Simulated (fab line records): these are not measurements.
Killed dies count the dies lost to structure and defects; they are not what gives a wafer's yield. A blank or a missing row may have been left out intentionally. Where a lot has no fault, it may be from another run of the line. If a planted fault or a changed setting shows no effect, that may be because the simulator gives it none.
Split-lot trial ; flow n5Finfet ; on a route of 1938 steps: 7 lots, 21 wafers read

== ON THE SPLIT ==
At N5_BEOL_M8_PECVD_70 (deposits SiO2 from TEOS/O2, target thk 20 nm, time 22.7 s), the setting tempC was moved away from the recipe's 400 C on 3 of the 21 wafers read, by -4.4% to -2.0%. All remaining wafers had this setting at the recipe value.

The split's own step is where the reading is taken.

== THE READING ==
SiO2_of_BEOL_M8_PECVD_70.thkNm (the simulator's own value, which no gauge read), in nm, at N5_BEOL_M8_PECVD_70 (deposits SiO2 from TEOS/O2, target thk 20 nm, time 22.7 s). The file gives no usual value for it. Across the 18 wafers here that went through the recipe, the average is 19.9 nm and the standard deviation 0.28 nm.

wafer;tool, chamber at the split;tempC as run, C;against the recipe;SiO2_of_BEOL_M8_PECVD_70.thkNm, nm;against lot-mates on the recipe
L080.1;pecvd-01, 2,1;400;recipe;19.8;-
L080.5;pecvd-01, 2,1;400;recipe;19.8;-
L080.2;pecvd-01, 1;400;recipe;19.4;-
L081.3;pecvd-04, 2;400;recipe;19.8;-
L081.4;pecvd-04, 0;400;recipe;20.2;-
L081.6;pecvd-04, 2;382.5;-4.4%;22.4;+2.4
L084.1;pecvd-02, 2;392.2;-2.0%;20.6;+0.6
L084.4;pecvd-02, 0;400;recipe;19.8;-
L084.5;pecvd-02, 1;400;recipe;20.2;-
L088.1;pecvd-02, 2;387.7;-3.1%;21.6;+1.9
L088.2;pecvd-02, 0;400;recipe;19.6;-
L088.3;pecvd-02, 1;400;recipe;19.8;-
L091.1;pecvd-02, 2,1;400;recipe;20;-
L091.5;pecvd-02, 2,1;400;recipe;20;-
L091.6;pecvd-02, 2;400;recipe;20.4;-
L093.1;pecvd-01, 2;400;recipe;19.6;-
L093.2;pecvd-01, 0;400;recipe;19.8;-
L093.5;pecvd-01, 2;400;recipe;20.2;-
L095.3;pecvd-02, 0;400;recipe;19.4;-
L095.4;pecvd-02, 2;400;recipe;20.2;-
L095.6;pecvd-02, 0;400;recipe;19.8;-
If several chambers appear in one row, that row covers several wafers at once and the file leaves open which wafer was in which chamber.

THE FIT
A straight line over all 21 wafers: SiO2_of_BEOL_M8_PECVD_70.thkNm changes by -0.55 nm for each +1% of tempC; r = -0.92; the points scatter about the line by 0.28 nm.
The same after taking each lot's own level away (the mean of its wafers on the recipe; 21 wafers): -0.543 nm for each +1%; r = -0.94; scatter 0.25 nm.
According to that fit, moving tempC by its largest amount changes the reading by 2.4 nm.
Measured against the standard deviation above, the lots' own levels, which go from 19.67 to 20.13 nm, span 1.7 times it.
Consequently the slope shifts little with the lot-to-lot level, the two slopes agreeing.
Check: +2.32 nm against its lot-mates is what the line predicts for one of the wafers moved furthest among these (-4.4%) when that wafer is left out of the fit. It came out at +2.4 nm against them.

== ADDITIONAL SPLITS CARRIED BY THESE WAFERS ==
Before the reading, these wafers also passed through other splits. Each is held against what the fit with the lots' levels taken away leaves over:
other split on the same wafers;wafers away from the commonest value;r with SiO2_of_BEOL_M8_PECVD_70.thkNm (lot level and that fit taken away)
N5_BEOL_M7_EXPOSE_08 doseMj;4;+0.40

== THE FILE'S OWN FIT ==
SiO2_of_BEOL_M8_PECVD_70.thkNm changes by -0.541 nm for each +1% of tempC, r = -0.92.
